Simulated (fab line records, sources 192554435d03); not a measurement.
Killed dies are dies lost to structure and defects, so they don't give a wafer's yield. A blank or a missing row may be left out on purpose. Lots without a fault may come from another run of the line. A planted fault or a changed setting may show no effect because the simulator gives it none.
Split-lot experiment | flow n5_finfet | 7 lots, 39 wafers read, on a route of 1938 steps

THE SPLIT
At N5_BEOL_M14_SPUTTER_43 (material TaN, target thk 15 nm, time 24.19 s), the setting target_thk_a was moved away from the recipe's 150 angstrom on 18 of the 39 wafers read, by -53.8% to +22.7%. The other wafers ran this setting at the recipe's value.

FROM THE SPLIT TO THE READING: what the file shows between them, 4 steps
- N5_BEOL_M14_SPUTTER_44: material Ta, target thk 15 nm, time 24.19 s
- N5_BEOL_M14_SPUTTER_45: material Cu, target thk 100 nm, time 16.67 s
- N5_BEOL_M14_ECD_47: material Cu, target thk 1248 nm
- N5_BEOL_M14_ANNEAL_48: time 90 s

THE READING
barrier_field_endpoint_s, in s, at N5_BEOL_M14_CMP_49 (polishes, stops on SiO2, t overpolish 5.2 s, target thk 560 nm). Fault-free wafers of this fab line usually give 11.38 s, standard deviation 0.29 s.

wafer  | tool, chamber at the split | target_thk_a as run, angstrom | against the recipe | barrier_field_endpoint_s, s | against lot-mates on the recipe
L084.2 | pvd_sputter-01, -          | 150                           | recipe             | 11.44                       | -
L084.4 | pvd_sputter-01, -          | 69.23                         | -53.8%             | 8.35                        | -3.22
L084.3 | pvd_sputter-01, -          | 69.23                         | -53.8%             | 8.53                        | -3.04
L084.1 | pvd_sputter-01, -          | 69.23                         | -53.8%             | 8.13                        | -3.44
L084.6 | pvd_sputter-01, -          | 150                           | recipe             | 11.87                       | -
L084.5 | pvd_sputter-01, -          | 150                           | recipe             | 11.41                       | -
L085.4 | pvd_sputter-01, -          | 150                           | recipe             | 11.24                       | -
L085.3 | pvd_sputter-01, -          | 150                           | recipe             | 11.29                       | -
L085.6 | pvd_sputter-01, -          | 150                           | recipe             | 11.23                       | -
L089.4 | pvd_sputter-03, -          | 111.4                         | -25.7%             | 9.48                        | -1.51
L089.1 | pvd_sputter-03, -          | 150                           | recipe             | 11.26                       | -
L089.2 | pvd_sputter-03, -          | 150                           | recipe             | 10.86                       | -
L089.3 | pvd_sputter-03, -          | 111.4                         | -25.7%             | 9.40                        | -1.59
L089.5 | pvd_sputter-03, -          | 150                           | recipe             | 10.85                       | -
L089.6 | pvd_sputter-03, -          | 111.4                         | -25.7%             | 9.47                        | -1.52
L090.3 | pvd_sputter-03, -          | 150                           | recipe             | 11.24                       | -
L090.2 | pvd_sputter-03, -          | 76.88                         | -48.7%             | 8.25                        | -3.00
L090.4 | pvd_sputter-03, -          | 76.88                         | -48.7%             | 8.63                        | -2.62
L090.1 | pvd_sputter-03, -          | 150                           | recipe             | 11.34                       | -
L090.5 | pvd_sputter-03, -          | 150                           | recipe             | 11.16                       | -
L090.6 | pvd_sputter-03, -          | 76.88                         | -48.7%             | 8.55                        | -2.70
L091.3 | pvd_sputter-01, -          | 150                           | recipe             | 11.43                       | -
L091.2 | pvd_sputter-01, -          | 173.9                         | +15.9%             | 11.99                       | +0.55
L091.1 | pvd_sputter-01, -          | 150                           | recipe             | 11.46                       | -
L091.4 | pvd_sputter-01, -          | 173.9                         | +15.9%             | 12.49                       | +1.05
L091.5 | pvd_sputter-01, -          | 173.9                         | +15.9%             | 12.36                       | +0.92
L091.6 | pvd_sputter-01, -          | 150                           | recipe             | 11.43                       | -
L095.4 | pvd_sputter-02, -          | 184.1                         | +22.7%             | 12.71                       | +1.14
L095.2 | pvd_sputter-02, -          | 150                           | recipe             | 11.59                       | -
L095.3 | pvd_sputter-02, -          | 150                           | recipe             | 11.29                       | -
L095.1 | pvd_sputter-02, -          | 184.1                         | +22.7%             | 12.55                       | +0.98
L095.6 | pvd_sputter-02, -          | 150                           | recipe             | 11.84                       | -
L095.5 | pvd_sputter-02, -          | 184.1                         | +22.7%             | 12.71                       | +1.14
L097.1 | pvd_sputter-03, -          | 150                           | recipe             | 11.59                       | -
L097.2 | pvd_sputter-03, -          | 79.74                         | -46.8%             | 8.77                        | -2.68
L097.3 | pvd_sputter-03, -          | 79.74                         | -46.8%             | 8.88                        | -2.57
L097.4 | pvd_sputter-03, -          | 150                           | recipe             | 11.20                       | -
L097.6 | pvd_sputter-03, -          | 150                           | recipe             | 11.55                       | -
L097.5 | pvd_sputter-03, -          | 79.74                         | -46.8%             | 8.92                        | -2.53

THE FIT
A straight line over all 39 wafers: barrier_field_endpoint_s changes by +0.0574 s for each +1% of target_thk_a; r = +0.98; the points scatter about the line by 0.25 s.
The same after taking each lot's own level away (the mean of its wafers on the recipe; 39 wafers): +0.0565 s for each +1%; r = +0.99; scatter 0.17 s.
On that fit, the largest move of target_thk_a shifts the reading by 3 s.
The lots' own levels span 10.990 to 11.573 s, that is 2.0 times the standard deviation above.
So the lot-to-lot level changes the slope little: the two slopes agree.
Check: with one of the wafers moved furthest among these (-53.8%) left out of the fit, the line predicts -3.06 s for it against its lot-mates. It came out at -3.22 s against them.

OTHER SPLITS ON THESE WAFERS
These wafers also went through other splits before the reading. Each is held against what the fit with the lots' levels taken away leaves over:
other split on the same wafers   | wafers away from the commonest value | r with barrier_field_endpoint_s (lot level and that fit taken away)
N5_BEOL_M8_TRENCH_ETCH_37 time_s | 12                                   | -0.11
N5_BEOL_M10_DEP_56 target_thk_a  | 18                                   | -0.27

THE WHOLE CHAIN: every reading that the file lists as answering this split, in the file's order
step                   | what it does                                                   | reading                                                                            | change (the file's fit)               | r (the file's)
N5_BEOL_M14_SPUTTER_43 | material TaN, target thk 15 nm, time 24.19 s                   | TaN_of_BEOL_M14_SPUTTER_43.thk_nm (the simulator's own value, which no gauge read) | +0.149 nm for each +1% of the setting | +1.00
N5_BEOL_M14_CMP_49     | polishes, stops on SiO2, t overpolish 5.2 s, target thk 560 nm | barrier_field_endpoint_s                                                           | +0.0571 s for each +1% of the setting | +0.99

THE FILE'S OWN FIT
barrier_field_endpoint_s changes by +0.0571 s for each +1% of target_thk_a, r = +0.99.
